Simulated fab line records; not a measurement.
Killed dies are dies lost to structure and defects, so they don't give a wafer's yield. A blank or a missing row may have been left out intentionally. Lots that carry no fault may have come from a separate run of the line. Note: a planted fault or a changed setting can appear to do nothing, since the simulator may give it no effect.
fab line records | flow n5-finfet
[record] lots = 6 | wafers = 18 | last-day = 19
route steps=1938 shown HKMG_FIN@431 PASSIVATION@1936
lots untouched by any fault: they come from a run of this same line in which no faults occurred
start-h: hours from the record's first day to the start of the lot's first wafer shown | wait-h: hours elapsed since this lot's preceding step | " unchanged from the row above | L1.1+2: a single row standing in for several wafers | - no value, or no start was given | * or withheld: withheld | < > ~ a bound
route shown NAME@n: names a module that has steps shown in the file, with the first one's number in the route | usual: the fault-free wafers' mean and standard deviation | same: alike in all rows | chamber/n: place in a boat | sites: the reading at each site | _std_site: the standard deviation of these | _edge_site: inner sites' mean taken away from outer sites' mean | radius-mm: how far each site lies from the wafer's centre | mask NAME#n: copy n | behind: the tool/chamber that last shaped the wafer | hold: what put the lot on hold/how long, in hours/how the hold closed | device: which transistor (n, p or np) failed to switch | end of line: the route-end tests of the same wafers | step lacking rows: just its recipe | killed: count of dies lost to structure and defects at first sort (not the wafer's yield) | map: shows each die of a wafer: x if killed, . if not, _ if none is there
set.NAME: the setting the step ran with; set.NAME@STEP: the setting that earlier step ran with | model.NAME: the simulator's own value behind a step, which no gauge read
a table for each step, a row for each wafer; lots at some steps of the route
services: when a tool's chamber went out of use (start-h, in hours from the record's first day, below 0 if earlier), for how many hours, and the reason
[[steps]]
[step N5_HKMG_FIN_OVL_MEAS_13]
[recipe] points-per-wafer = 44
[usual] NWFM_OVL = 0.0/0.85
lot.wafer | tool       | chamber | start-h | wait-h | NWFM_OVL[nm]
L543.1    | overlay-02 | 0       | 100.30  | 0.0    | -0.1
L543.2    | "          | 0       | "       | "      | -0.2
L543.5    | "          | 0       | "       | "      | 1.0
L552.1    | overlay-01 | 0       | 152.95  | 0.0    | 0.0
L552.5    | "          | 0       | "       | "      | 0.0
L552.6    | "          | 0       | "       | "      | 0.3
L554.1    | overlay-02 | 0       | 166.17  | 0.0    | 0.7
L554.3    | "          | 0       | "       | "      | 0.3
L554.6    | "          | 0       | "       | "      | -1.2
L556.1    | overlay-01 | 0       | 176.10  | 0.0    | -1.1
L556.3    | "          | 0       | "       | "      | 0.4
L556.6    | "          | 0       | "       | "      | 0.7
L559.1    | overlay-01 | 0       | 199.19  | 0.0    | -0.8
L559.5    | "          | 0       | "       | "      | 1.0
L559.6    | "          | 0       | "       | "      | 1.0
L561.1    | overlay-02 | 0       | 208.36  | 0.0    | 1.0
L561.4    | "          | 0       | "       | "      | -1.5
L561.6    | "          | 0       | "       | "      | -1.9
[step N5_HKMG_FIN_INSPECT_14]
[recipe] mode = adi | inspect-instrument = macro
[usual] raw-defect-count = 2.1/1.5
lot.wafer | tool              | chamber | start-h | wait-h | raw-defect-count
L543.1    | defect-inspect-02 | -       | 100.33  | 0.0    | 1
L543.2    | "                 | -       | "       | "      | 2
L543.5    | "                 | -       | "       | "      | 0
L552.1    | defect-inspect-02 | -       | 152.98  | 0.0    | 3
L552.5    | "                 | -       | "       | "      | 1
L552.6    | "                 | -       | "       | "      | 2
L554.1    | defect-inspect-01 | -       | 166.19  | 0.0    | 2
L554.3    | "                 | -       | "       | "      | 2
L554.6    | "                 | -       | "       | "      | 4
L556.1    | defect-inspect-01 | -       | 176.12  | 0.0    | 2
L556.3    | "                 | -       | "       | "      | 3
L556.6    | "                 | -       | "       | "      | 1
L559.1    | defect-inspect-01 | -       | 199.21  | 0.0    | 4
L559.5    | "                 | -       | "       | "      | 3
L559.6    | "                 | -       | "       | "      | 2
L561.1    | defect-inspect-01 | -       | 208.38  | 0.0    | 1
L561.4    | "                 | -       | "       | "      | 0
L561.6    | "                 | -       | "       | "      | 2
[step N5_HKMG_FIN_DESCUM_17]
[recipe] chemistry = O2 | time-s = 7.9 | source-power-w = 50 | bias-power-w = 20 | pressure-mtorr = 20 | rf-frequency-hz = 2.712e+07 | temp-c = 40 | resist = CAR-ArF | o2-flow-sccm = 225
[usual] drypump-motor-current-A = 5.51/0.28 | oes-product-au = 0.77/0.095 | rf-vpp-V = 242.8/1.5 | showerhead-plenum-p-Torr = 2.07/0.076 | throttle-valve-pct = 20.36/0.2
[same] time-s = 7.9
lot.wafer | tool        | chamber | start-h | wait-h | drypump-motor-current-A | oes-product-au | rf-hours-counter-h | rf-vpp-V | showerhead-plenum-p-Torr | throttle-valve-pct
L543.1    | rie-diel-04 | 3       | 100.75  | 0.4    | 5.21                    | 0.76           | 146                | 244.0    | 2.09                     | 20.26
L543.2    | "           | 1       | "       | "      | 5.91                    | 0.74           | 182                | 242.2    | 1.99                     | 20.26
L543.5    | "           | 1       | "       | "      | 5.90                    | 0.73           | -                  | 241.5    | 1.99                     | 20.26
L552.1    | rie-diel-04 | 3       | 153.14  | 0.2    | 5.24                    | 0.74           | 162                | 242.6    | 2.08                     | 20.31
L552.5    | "           | 2       | "       | "      | 5.41                    | 0.69           | -                  | 242.2    | 2.06                     | 20.32
L552.6    | "           | 1       | "       | "      | 5.90                    | 0.72           | -                  | 241.5    | 1.98                     | 20.27
L554.1    | rie-diel-03 | 3       | 166.25  | 0.1    | 5.43                    | 0.86           | 49                 | 243.3    | 2.15                     | 20.61
L554.3    | "           | 2       | "       | "      | 4.90                    | 0.94           | 13                 | 246.9    | 2.24                     | 20.49
L554.6    | "           | 0       | "       | "      | 5.84                    | 0.97           | -                  | 245.4    | 2.14                     | 19.83
L556.1    | rie-diel-04 | 1       | 176.16  | 0.0    | 5.91                    | 0.71           | 207                | 241.8    | 1.98                     | 20.29
L556.3    | "           | 3       | "       | "      | 5.21                    | 0.73           | 171                | 243.4    | 2.08                     | 20.30
L556.6    | "           | 3       | "       | "      | 5.22                    | 0.74           | -                  | 243.0    | 2.08                     | 20.31
L559.1    | rie-diel-04 | 3       | 199.25  | 0.0    | 5.21                    | 0.74           | 181                | 243.1    | 2.07                     | 20.32
L559.5    | "           | 0       | "       | "      | 5.50                    | 0.72           | -                  | 243.7    | 2.07                     | 20.42
L559.6    | "           | 1       | "       | "      | 5.92                    | 0.70           | -                  | 241.0    | 1.97                     | 20.29
L561.1    | rie-diel-03 | 3       | 208.63  | 0.3    | 5.44                    | 0.84           | 62                 | 244.0    | 2.15                     | 20.62
L561.4    | "           | 1       | "       | "      | 5.84                    | 0.66           | 246                | 242.7    | 2.15                     | 20.67
L561.6    | "           | 2       | "       | "      | 4.91                    | 0.91           | -                  | 246.6    | 2.24                     | 20.51
[step N5_HKMG_FIN_ETCH_31]
[recipe] chemistry = CF4 | target = SiARC | target-depth-a = 455 | mask-material = CAR-ArF | time-s = 75.8 | ion-energy-ev = 80 | pressure-mtorr = 40 | source-w = 545 | bias-w = 36 | Ar_flow_sccm = 100 | cf4-flow-sccm = 100 | ends = cleared
[usual] drypump-motor-current-A = 5.51/0.28 | etch-rf-on-time-s = 76.0/2.1 | oes-product-au = 0.66/0.08 | rf-vpp-V = 183.8/1.2 | showerhead-plenum-p-Torr = 2.12/0.071 | throttle-valve-pct = 15.57/0.2
lot.wafer | tool        | chamber | start-h | wait-h | drypump-motor-current-A | etch-rf-on-time-s | oes-product-au | rf-hours-counter-h | rf-vpp-V | showerhead-plenum-p-Torr | throttle-valve-pct
L543.1    | rie-diel-04 | 3       | 100.78  | 0.0    | 5.22                    | 74.3              | 0.66           | 146                | 183.5    | 2.14                     | 15.51
L543.2    | "           | 1       | "       | "      | 5.94                    | 74.0              | 0.63           | 182                | 183.7    | 2.05                     | 15.62
L543.5    | "           | 1       | "       | "      | 5.92                    | 74.2              | 0.64           | -                  | 182.3    | 2.06                     | 15.62
L552.1    | rie-diel-04 | 3       | 153.18  | 0.0    | 5.22                    | 75.3              | 0.64           | 162                | 184.9    | 2.13                     | 15.54
L552.5    | "           | 2       | "       | "      | 5.40                    | 75.2              | 0.59           | -                  | 183.3    | 2.12                     | 15.60
L552.6    | "           | 1       | "       | "      | 5.92                    | 74.3              | 0.62           | -                  | 182.2    | 2.05                     | 15.64
L554.1    | rie-diel-03 | 3       | 166.29  | 0.0    | 5.44                    | 72.9              | 0.74           | 49                 | 183.9    | 2.16                     | 15.47
L554.3    | "           | 2       | "       | "      | 4.95                    | 72.5              | 0.81           | 13                 | 185.1    | 2.28                     | 15.52
L554.6    | "           | 0       | "       | "      | 5.83                    | 75.6              | 0.80           | -                  | 184.6    | 2.18                     | 14.95
L556.1    | rie-diel-04 | 1       | 176.19  | 0.0    | 5.91                    | 75.5              | 0.61           | 207                | 183.2    | 2.05                     | 15.66
L556.3    | "           | 3       | "       | "      | 5.24                    | 75.5              | 0.64           | 171                | 184.4    | 2.13                     | 15.56
L556.6    | "           | 3       | "       | "      | 5.23                    | 75.3              | 0.64           | -                  | 184.8    | 2.13                     | 15.56
L559.1    | rie-diel-04 | 3       | 199.28  | 0.0    | 5.22                    | 75.1              | 0.63           | 181                | 186.0    | 2.12                     | 15.57
L559.5    | "           | 0       | "       | "      | 5.52                    | 77.4              | 0.60           | -                  | 183.8    | 2.12                     | 15.58
L559.6    | "           | 1       | "       | "      | 5.92                    | 74.6              | 0.61           | -                  | 182.8    | 2.04                     | 15.70
L561.1    | rie-diel-03 | 3       | 208.67  | 0.0    | 5.43                    | 73.0              | 0.72           | 62                 | 185.2    | 2.16                     | 15.49
L561.4    | "           | 1       | "       | "      | 5.85                    | 75.2              | 0.58           | 246                | 184.5    | 2.21                     | 15.94
L561.6    | "           | 2       | "       | "      | 4.93                    | 72.4              | 0.78           | -                  | 184.6    | 2.28                     | 15.56
[step N5_HKMG_FIN_ETCH_32]
[recipe] chemistry = N2/H2 | target = SOC | target-depth-a = 2400 | temp-c = 40 | time-s = 300 | ion-energy-ev = 200 | mask-material = SiARC | pressure-mtorr = 30 | source-w = 840 | bias-w = 150 | n2-flow-sccm = 200 | h2-flow-sccm = 200
[step N5_HKMG_FIN_STRIP_33]
[recipe] chemistry = N2/H2 | temp-c = 40 | n2-flow-sccm = 200 | h2-flow-sccm = 200 | rf-frequency-hz = 6e+07
[step N5_HKMG_FIN_STRIP_34]
[recipe] chemistry = CF4 | resist = SiARC | power-w = 300 | bias-power-w = 75 | pressure-mtorr = 50 | cf4-flow-sccm = 150 | rf-frequency-hz = 6e+07
[usual] drypump-motor-current-A = 5.51/0.28 | oes-product-au = 0.76/0.083 | rf-vpp-V = 270.7/1.5 | showerhead-plenum-p-Torr = 1.77/0.058 | throttle-valve-pct = 13.56/0.2
lot.wafer | tool        | chamber | start-h | wait-h | drypump-motor-current-A | oes-product-au | rf-hours-counter-h | rf-vpp-V | showerhead-plenum-p-Torr | throttle-valve-pct
L543.1    | rie-diel-04 | 3       | 101.03  | 0.0    | 5.22                    | 0.75           | 146                | 271.2    | 1.79                     | 13.53
L543.2    | "           | 1       | "       | "      | 5.92                    | 0.73           | 182                | 269.5    | 1.72                     | 13.60
L543.5    | "           | 1       | "       | "      | 5.91                    | 0.73           | -                  | 270.0    | 1.72                     | 13.59
L552.1    | rie-diel-04 | 3       | 153.42  | 0.0    | 5.22                    | 0.74           | 162                | 270.5    | 1.79                     | 13.55
L552.5    | "           | 2       | "       | "      | 5.40                    | 0.68           | -                  | 270.7    | 1.78                     | 13.65
L552.6    | "           | 1       | "       | "      | 5.91                    | 0.72           | -                  | 268.6    | 1.71                     | 13.63
L554.1    | rie-diel-03 | 3       | 166.53  | 0.0    | 5.44                    | 0.84           | 49                 | 272.8    | 1.82                     | 13.46
L554.3    | "           | 2       | "       | "      | 4.95                    | 0.92           | 14                 | 273.4    | 1.90                     | 13.43
L554.6    | "           | 0       | "       | "      | 5.83                    | 0.93           | -                  | 273.8    | 1.82                     | 12.91
L556.1    | rie-diel-04 | 1       | 176.44  | 0.0    | 5.92                    | 0.71           | 207                | 269.3    | 1.71                     | 13.64
L556.3    | "           | 3       | "       | "      | 5.22                    | 0.73           | 171                | 271.6    | 1.79                     | 13.58
L556.6    | "           | 3       | "       | "      | 5.21                    | 0.74           | -                  | 269.6    | 1.79                     | 13.60
L559.1    | rie-diel-04 | 3       | 199.53  | 0.0    | 5.22                    | 0.73           | 181                | 272.2    | 1.78                     | 13.62
L559.5    | "           | 0       | "       | "      | 5.51                    | 0.71           | -                  | 272.2    | 1.77                     | 13.57
L559.6    | "           | 1       | "       | "      | 5.93                    | 0.71           | -                  | 269.6    | 1.71                     | 13.66
L561.1    | rie-diel-03 | 3       | 208.91  | 0.0    | 5.45                    | 0.82           | 62                 | 272.3    | 1.81                     | 13.47
L561.4    | "           | 1       | "       | "      | 5.84                    | 0.67           | 246                | 273.7    | 1.84                     | 13.91
L561.6    | "           | 2       | "       | "      | 4.94                    | 0.88           | -                  | 273.6    | 1.90                     | 13.45
[step N5_HKMG_FIN_ETCH_35]
[recipe] chemistry = N2/H2 | target = SOC | target-depth-a = 2158 | ion-energy-ev = 65 | bias-w = 5 | source-w = 3000 | time-s = 243.4 | pressure-mtorr = 30 | n2-flow-sccm = 200 | h2-flow-sccm = 200
[step N5_HKMG_FIN_STRIP_92]
[recipe] chemistry = N2/H2 | material = SOC | time-s = 20 | power-w = 500 | temp-c = 40 | pressure-mtorr = 50 | rf-frequency-hz = 6e+07 | bias-power-w = 8 | h2-frac = 0.5 | n2-flow-sccm = 300 | h2-flow-sccm = 300
[usual] drypump-motor-current-A = 5.52/0.28 | n2-flow-sccm = 300.0/0.87 | oes-product-au = 0.77/0.097 | rf-vpp-V = 54.2/0.82 | showerhead-plenum-p-Torr = 3.32/0.12 | throttle-valve-pct = 18.9/0.37
[same] time-s = 20
lot.wafer | tool        | chamber | start-h | wait-h | drypump-motor-current-A | n2-flow-sccm | oes-product-au | rf-hours-counter-h | rf-vpp-V | showerhead-plenum-p-Torr | throttle-valve-pct
L543.1    | rie-diel-04 | 3       | 101.20  | 0.1    | 5.22                    | 300.1        | 0.76           | 146                | 54.7     | 3.38                     | 19.4
L543.2    | "           | 1       | "       | "      | 5.95                    | 299.1        | 0.73           | 182                | 52.6     | 3.22                     | 18.7
L543.5    | "           | 1       | "       | "      | 5.93                    | 299.6        | 0.74           | -                  | 55.0     | 3.22                     | 18.7
L552.1    | rie-diel-04 | 3       | 153.59  | 0.1    | 5.22                    | 300.0        | 0.76           | 162                | 53.6     | 3.37                     | 19.4
L552.5    | "           | 2       | "       | "      | 5.40                    | 299.5        | 0.69           | -                  | 54.6     | 3.31                     | 18.6
L552.6    | "           | 1       | "       | "      | 5.94                    | 301.1        | 0.72           | -                  | 52.8     | 3.21                     | 18.7
L554.1    | rie-diel-03 | 3       | 166.70  | 0.1    | 5.45                    | 301.1        | 0.88           | 49                 | 54.1     | 3.41                     | 19.0
L554.3    | "           | 2       | "       | "      | 4.92                    | 300.7        | 0.97           | 14                 | 55.8     | 3.57                     | 19.1
L554.6    | "           | 0       | "       | "      | 5.86                    | 301.9        | 0.95           | -                  | 52.7     | 3.44                     | 18.6
L556.1    | rie-diel-04 | 1       | 176.61  | 0.1    | 5.91                    | 299.5        | 0.72           | 207                | 53.6     | 3.20                     | 18.7
L556.3    | "           | 3       | "       | "      | 5.23                    | 298.9        | 0.73           | 171                | 54.7     | 3.37                     | 19.4
L556.6    | "           | 3       | "       | "      | 5.25                    | 300.2        | 0.74           | -                  | 53.1     | 3.37                     | 19.4
L559.1    | rie-diel-04 | 3       | 199.70  | 0.1    | 5.25                    | 300.2        | 0.73           | 181                | 53.9     | 3.36                     | 19.4
L559.5    | "           | 0       | "       | "      | 5.56                    | 299.6        | 0.71           | -                  | 55.4     | 3.33                     | 19.5
L559.6    | "           | 1       | "       | "      | 5.93                    | 300.4        | 0.71           | -                  | 56.8     | 3.20                     | 18.7
L561.1    | rie-diel-03 | 3       | 209.08  | 0.1    | 5.43                    | 299.8        | 0.86           | 62                 | 54.8     | 3.40                     | 19.0
L561.4    | "           | 1       | "       | "      | 5.86                    | 300.8        | 0.67           | 246                | 53.7     | 3.44                     | 19.4
L561.6    | "           | 2       | "       | "      | 4.94                    | 300.8        | 0.93           | -                  | 54.8     | 3.57                     | 19.1
[step N5_HKMG_FIN_WET_ETCH_18]
[recipe] chemistry = SC1 | target = TiN | mix = 1:1:5 | temp-c = * | time-s = 55 | target-depth-nm = 5.2 | dry = ipa-marangoni | rinse-time-s = 30 | rinse-temp-c = 23
[step N5_HKMG_FIN_STRIP_19]
[recipe] chemistry = N2/H2 | power-w = 2500 | temp-c = 300 | h2-frac = 0.65 | time-s = 360 | pressure-mtorr = withheld | n2-flow-sccm = 1750 | h2-flow-sccm = 3250
[usual] drypump-motor-current-A = 6.1/0.57 | heater-power-w = 483/34 | n2-flow-sccm = 1749/5.2
[same] time-s = 360
lot.wafer | tool            | chamber | start-h | wait-h | drypump-motor-current-A | heater-power-w | n2-flow-sccm | rf-hours-counter-h
L543.1    | plasma-asher-01 | 0       | 101.35  | 0.0    | 5.3                     | 428            | 1751         | 36
L543.2    | "               | 1       | "       | "      | 6.6                     | 471            | 1748         | 36
L543.5    | "               | 1       | "       | "      | 6.6                     | 474            | 1751         | -
L552.1    | plasma-asher-02 | 1       | 153.74  | 0.0    | 6.7                     | 504            | 1751         | 107
L552.5    | "               | 1       | "       | "      | 6.7                     | 495            | 1750         | -
L552.6    | "               | 0       | "       | "      | 5.7                     | 510            | 1742         | -
L554.1    | plasma-asher-02 | 0       | 166.85  | 0.0    | 5.7                     | 504            | 1751         | 110
L554.3    | "               | 0       | "       | "      | 5.7                     | 518            | 1746         | -
L554.6    | "               | 0       | "       | "      | 5.7                     | 523            | 1748         | -
L556.1    | plasma-asher-01 | 0       | 176.75  | 0.0    | 5.3                     | 412            | 1748         | 49
L556.3    | "               | 0       | "       | "      | 5.3                     | 412            | 1749         | -
L556.6    | "               | 1       | "       | "      | 6.6                     | 474            | 1747         | -
L559.1    | plasma-asher-02 | 1       | 199.84  | 0.0    | 6.7                     | 491            | 1744         | 119
L559.5    | "               | 1       | "       | "      | 6.7                     | 490            | 1750         | -
L559.6    | "               | 0       | "       | "      | 5.7                     | 507            | 1749         | -
L561.1    | plasma-asher-02 | 1       | 209.23  | 0.0    | 6.7                     | 496            | 1753         | 121
L561.4    | "               | 1       | "       | "      | 6.7                     | 479            | 1742         | -
L561.6    | "               | 0       | "       | "      | 5.7                     | 528            | 1753         | -
[step N5_HKMG_FIN_ALD_91]
[recipe] material = TiN | target-thk-a = 10 | temp-c = 400 | ald-precursor-family = TiCl4 | ald-co-reactant = NH3 | pulse-time-s = 1 | purge-time-s = 3 | co-reactant-purge-time-s = 2 | co-reactant-pulse-time-s = 2 | ald-cycles = 47 | pressure-torr = 3
[step N5_HKMG_FIN_COAT_85]
[recipe] resist = SOC | temp-c = 250 | time-s = 60 | spin-rpm = 1500 | resist-thk-nm = 300
[usual] heater-power-total-W = 500.3/1.8 | spin-speed-rpm = 1500.1/1.1
[same] time-s = 60
lot.wafer | tool           | chamber | start-h | wait-h | heater-power-total-W | spin-speed-rpm | model.SOC_of_HKMG_FIN_COAT_85.thk-nm
L543.1    | litho-track-04 | 0       | 102.00  | 0.2    | 497.6                | 1499.1         | 300.2
L543.2    | "              | 0       | "       | "      | 500.0                | 1499.1         | 300
L543.5    | "              | 0       | "       | "      | 499.6                | 1498.4         | 299.8
L552.1    | litho-track-01 | 0       | 154.40  | 0.2    | 503.3                | 1752.7         | 277.8
L552.5    | "              | 0       | "       | "      | 503.0                | 1751.3         | 278
L552.6    | "              | 0       | "       | "      | 498.3                | 1752.7         | 278
L554.1    | litho-track-01 | 0       | 167.51  | 0.2    | 503.1                | 1752.2         | 278
L554.3    | "              | 0       | "       | "      | 502.3                | 1752.9         | 278.4
L554.6    | "              | 0       | "       | "      | 500.7                | 1751.2         | 278.8
L556.1    | litho-track-02 | 0       | 177.41  | 0.2    | 502.4                | 1500.3         | 299.6
L556.3    | "              | 0       | "       | "      | 503.1                | 1497.9         | 300.4
L556.6    | "              | 0       | "       | "      | 501.1                | 1499.4         | 299.4
L559.1    | litho-track-04 | 0       | 200.50  | 0.2    | 502.1                | 1497.7         | 298.6
L559.5    | "              | 0       | "       | "      | 497.3                | 1499.6         | 299.4
L559.6    | "              | 0       | "       | "      | 502.6                | 1500.0         | 299.6
L561.1    | litho-track-02 | 0       | 209.89  | 0.2    | 502.5                | 1501.7         | 299.4
L561.4    | "              | 0       | "       | "      | 497.8                | 1500.6         | 298.8
L561.6    | "              | 0       | "       | "      | 502.2                | 1501.3         | 300.2
[step N5_HKMG_FIN_ETCH_86]
[recipe] chemistry = N2/H2 | target = SOC | target-depth-a = 3932 | stop-on = TiN | ion-energy-ev = 100 | bias-w = 61 | pressure-mtorr = 30 | source-w = 850 | n2-flow-sccm = 200 | h2-flow-sccm = 200
[usual] drypump-motor-current-A = 5.50/0.27 | n2-flow-sccm = 199.9/0.6 | oes-product-au = 0.76/0.093 | rf-vpp-V = 240.4/1.4 | showerhead-plenum-p-Torr = 2.53/0.088 | throttle-valve-pct = 17.77/0.2
lot.wafer | tool        | chamber | start-h | wait-h | drypump-motor-current-A | n2-flow-sccm | oes-product-au | rf-hours-counter-h | rf-vpp-V | showerhead-plenum-p-Torr | throttle-valve-pct | model.TiN_of_HKMG_FIN_ALD_91.thk-nm
L543.1    | rie-diel-01 | 0       | 102.13  | -      | 5.33                    | 200.1        | 0.73           | 177                | 242.0    | 2.64                     | 17.87              | 1
L543.2    | "           | 2       | "       | "      | 5.77                    | 199.4        | 0.75           | 173                | 240.2    | 2.42                     | 17.83              | 1
L543.5    | "           | 2       | "       | "      | 5.78                    | 200.1        | 0.75           | -                  | 239.7    | 2.42                     | 17.86              | 1
L552.1    | rie-diel-04 | 2       | 154.46  | -      | 5.39                    | 198.5        | 0.66           | 240                | 238.4    | 2.50                     | 17.64              | 0
L552.5    | "           | 3       | "       | "      | 5.22                    | 200.1        | 0.71           | -                  | 240.0    | 2.55                     | 17.92              | 1
L552.6    | "           | 2       | "       | "      | 5.41                    | 200.5        | 0.66           | -                  | 241.0    | 2.50                     | 17.66              | 0
L554.1    | rie-diel-04 | 3       | 167.72  | -      | 5.20                    | 200.2        | 0.72           | 168                | 241.0    | 2.55                     | 17.93              | 1
L554.3    | "           | 2       | "       | "      | 5.40                    | 199.4        | 0.65           | 245                | 239.5    | 2.50                     | 17.65              | 0
L554.6    | "           | 3       | "       | "      | 5.21                    | 201.1        | 0.71           | -                  | 241.7    | 2.55                     | 17.93              | 1
L556.1    | rie-diel-04 | 2       | 177.48  | -      | 5.40                    | 199.7        | 0.67           | 248                | 240.1    | 2.50                     | 17.66              | 1
L556.3    | "           | 1       | "       | "      | 5.92                    | 200.7        | 0.71           | 207                | 238.0    | 2.42                     | 17.74              | 1
L556.6    | "           | 1       | "       | "      | 5.92                    | 199.8        | 0.71           | -                  | 239.5    | 2.42                     | 17.76              | 1
L559.1    | rie-diel-04 | 0       | 200.56  | -      | 5.51                    | 199.8        | 0.70           | 223                | 238.5    | 2.52                     | 17.93              | 1
L559.5    | "           | 3       | "       | "      | 5.20                    | 200.3        | 0.73           | -                  | 239.5    | 2.54                     | 17.94              | 1
L559.6    | "           | 2       | "       | "      | 5.42                    | 200.1        | 0.98           | -                  | 239.7    | 2.49                     | 17.20              | 1
L561.1    | rie-diel-01 | 0       | 209.96  | -      | 5.35                    | 200.0        | 0.71           | 213                | 242.0    | 2.62                     | 17.92              | 1
L561.4    | "           | 0       | "       | "      | 5.35                    | 201.1        | 0.71           | -                  | 241.6    | 2.62                     | 17.91              | 1
L561.6    | "           | 1       | "       | "      | 5.62                    | 199.6        | 0.68           | -                  | 238.5    | 2.40                     | 17.75              | 1
[step N5_HKMG_FIN_STRIP_89]
[recipe] chemistry = N2/H2 | material = SOC | time-s = 20 | power-w = 500 | temp-c = 40 | pressure-mtorr = 50 | rf-frequency-hz = 6e+07 | bias-power-w = 8 | h2-frac = 0.5 | n2-flow-sccm = 300 | h2-flow-sccm = 300
[step N5_PASSIVATION_PROBE_49]
[usual] killed_at_M0_to_M3 = 33/11 | killed_at_M4_up = 15/6.2 | killed-at-contacts = 13/6.5 | killed-at-front-end = 38/11 | killed-at-other = 3.4/2.6 | killed-dies = 102/17 | killed-open = 67/12 | killed-short = 34/7.9
[same] gross-dies = 1180 | killed-at-back-side = 0
lot.wafer | tool      | chamber | start-h | wait-h | killed_at_M0_to_M3 | killed_at_M4_up | killed-at-contacts | killed-at-front-end | killed-at-other | killed-dies | killed-open | killed-short
L552.6    | prober-02 | -       | 389.09  | 0.3    | 20                 | 13              | 10                 | 24                  | 3               | 70          | 45          | 23
L554.3    | prober-01 | -       | 394.10  | 0.1    | 33                 | 18              | 6                  | 56                  | 1               | 114         | 70          | 41
// killed by level:class
L552.6 MOL_CONTACT_COAG:geometric-particle:open=7 FIN_SAQP:geometric-particle:open=4 BEOL_M1:geometric-particle:open=4 BEOL_M6:geometric-particle:open=4 STARTING-WAFER:geometric-particle:short=4 STARTING-WAFER:geometric-particle:open=4 GATE_CUT:geometric-particle:short=3 MOL_CONTACT_COAG:geometric-particle:short=3
L554.3 FIN_SAQP:geometric-particle:short=24 FIN_SAQP:geometric-particle:open=15 BEOL_M4:geometric-particle:open=11 BEOL_M3:geometric-particle:open=8 BEOL_M0_SAQP:geometric-particle:short=7 BEOL_M0_SAQP:geometric-particle:open=7 MOL_CONTACT_COAG:geometric-particle:open=6 BEOL_M2:geometric-particle:open=6
[[services]]
tool            | chamber | start-h | hours | kind
rie-diel-01     | 3       | 84.55   | -     | clean
rie-diel-01     | 3       | 84.55   | -     | consumable-replace:focus-ring
rie-diel-01     | 3       | 84.55   | 14.8  | scheduled-down
rie-diel-01     | 1       | 97.91   | 3.7   | repair
rie-diel-03     | 2       | 100.81  | -     | clean
rie-diel-03     | 2       | 100.81  | -     | consumable-replace:focus-ring
rie-diel-03     | 2       | 100.81  | -     | consumable-replace:showerhead
rie-diel-03     | 2       | 100.81  | 25.0  | scheduled-down
rie-diel-03     | 2       | 100.81  | 25.0  | vent-cycle
rie-diel-03     | 0       | 125.80  | -     | clean
rie-diel-03     | 0       | 125.80  | -     | consumable-replace:focus-ring
rie-diel-03     | 0       | 125.80  | 22.3  | scheduled-down
rie-diel-03     | 0       | 125.80  | 22.3  | vent-cycle
plasma-asher-02 | -       | 129.60  | 2.3   | repair
rie-diel-01     | 0       | 130.07  | 9.3   | repair
rie-diel-01     | -       | 130.59  | 0.9   | repair
rie-diel-03     | -       | 149.57  | 2.8   | pm
rie-diel-04     | 0       | 165.31  | 3.0   | repair
plasma-asher-01 | -       | 166.52  | 6.3   | repair
plasma-asher-01 | -       | 182.30  | 1.2   | repair
rie-diel-04     | 2       | 183.03  | -     | clean
rie-diel-04     | 2       | 183.03  | -     | consumable-replace:focus-ring
rie-diel-04     | 2       | 183.03  | 14.3  | scheduled-down
rie-diel-04     | 2       | 183.03  | 14.3  | vent-cycle
[[key]]
[first-sign] step = N5_HKMG_FIN_COAT_85 | reading = spin-speed-rpm | direction = up | sigmas = 99+ | usual = * | struck = *
effect none on later readings
[model-effect] step = N5_HKMG_FIN_COAT_85 | value = SOC_of_HKMG_FIN_COAT_85.thk-nm | without = 300.7 | struck = 278.2
[model-effect] step = N5_HKMG_FIN_ETCH_86 | value = TiN_of_HKMG_FIN_ALD_91.thk-nm | without = 1 | struck = 0
met-at N5_HKMG_FIN_COAT_85
struck-wafers L552.1,L552.5,L552.6,L554.1,L554.3,L554.6
tester-left-out L552,L554
[fault] kind = process-parameter-drift | tool = litho-track-01 | chamber = - | onset-h = 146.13 | steps = N5_HKMG_FIN_COAT_85 | channel = spin-rpm | offset = * | shape = step | end-h = 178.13 | acts-in = * | stated = *
// tester-left-out: of these lots the tester's yield and bins aren't shown, on N5 and GAA mostly nor the transistor test; their killed dies are dies lost to structure and defects alone, not to doping, threshold or leakage, so they don't give the yield
